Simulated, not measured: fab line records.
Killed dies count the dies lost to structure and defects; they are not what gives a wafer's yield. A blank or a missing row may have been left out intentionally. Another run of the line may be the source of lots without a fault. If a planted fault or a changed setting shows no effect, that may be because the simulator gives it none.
Code-filled problem report in 8D (eight disciplines) form ; flow n5-finfet ; the parts of the form that need people (team, actions taken, sign-off) are left out

== 1. WHAT IS WRONG ==
spin-speed-rpm at N5_BEOL_M14_COAT_65 reads a mean of 1646.7 rpm on 6 wafers of 2 lots; wafers without a fault read 1500.1 rpm with a standard deviation of 0.84. So: +99 or more standard deviations from the usual mean.
The step: time 60 s, resist thk 450 nm.
First observed at day 12 15:14: wafer L591.3, on litho-track-03. Wafers with a number at this step in the record: 18, from 6 lots. Rule for "out", or "out of limits": more than 4 standard deviations from the usual mean. The rest of the wafers with a number are treated as sound.

== 2. WHAT IT IS, AND WHAT IT ISN'T ==
question;is;is not
which readings at this step;spin-speed-rpm;dispense-pressure-kPa
which lots;L591, L593;L586, L603, L606, L608
which wafers of those lots;all that have a number;-
read on which tools;litho-track-03;litho-track-04
when;from day 12 15:14;"up to then (3 sound wafers); but 9 sound wafers of L603, L606, L608 came after"

== 3. THE SUSPECTS, EACH WITH WHAT RULES IT OUT ==
Counting: a tool at any process step up to the reading remains a suspect when it ran all the lots that are out and ran no sound lot after the first of those.
- litho-track-03 at N5_BEOL_M14_COAT_65 (time 60 s, resist thk 450 nm): ruled out as a lasting fault. The sound lots L603, L606 went through it after L591, its earliest lot that is out (day 12 15:14).
Left after counting: nothing in the record.

== 4. THE CAUSE (what the simulator had put in) ==
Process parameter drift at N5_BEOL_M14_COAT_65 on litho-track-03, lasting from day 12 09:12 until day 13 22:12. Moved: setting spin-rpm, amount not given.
Counting ruled it out, wrongly.

== 5. SEQUENCE OF EFFECTS, ordered by route ==
One row per reading whose mean, taken over the struck wafers that have a number, lies over 3 standard deviations from the usual. Scope: only readings with a usual standard deviation given in the record; hours: median across lots of the time from each lot's start at the first step in this table that gives one to its start at this step; sigmas: change in usual standard deviations.
hours;step;reading;usual;on struck wafers;change;sigmas
0;N5_BEOL_M14_COAT_65;spin-speed-rpm;1500.1 rpm;1646.7;+146.6;+99 or more
Process steps it contains:
- N5_BEOL_M14_COAT_65: time 60 s, resist thk 450 nm.

== 6. HOW IT WOULD HAVE BEEN CAUGHT EARLIER ==
In this record no reading fell out of limits until day 12 15:14, 6 hours after the fault had begun at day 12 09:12.
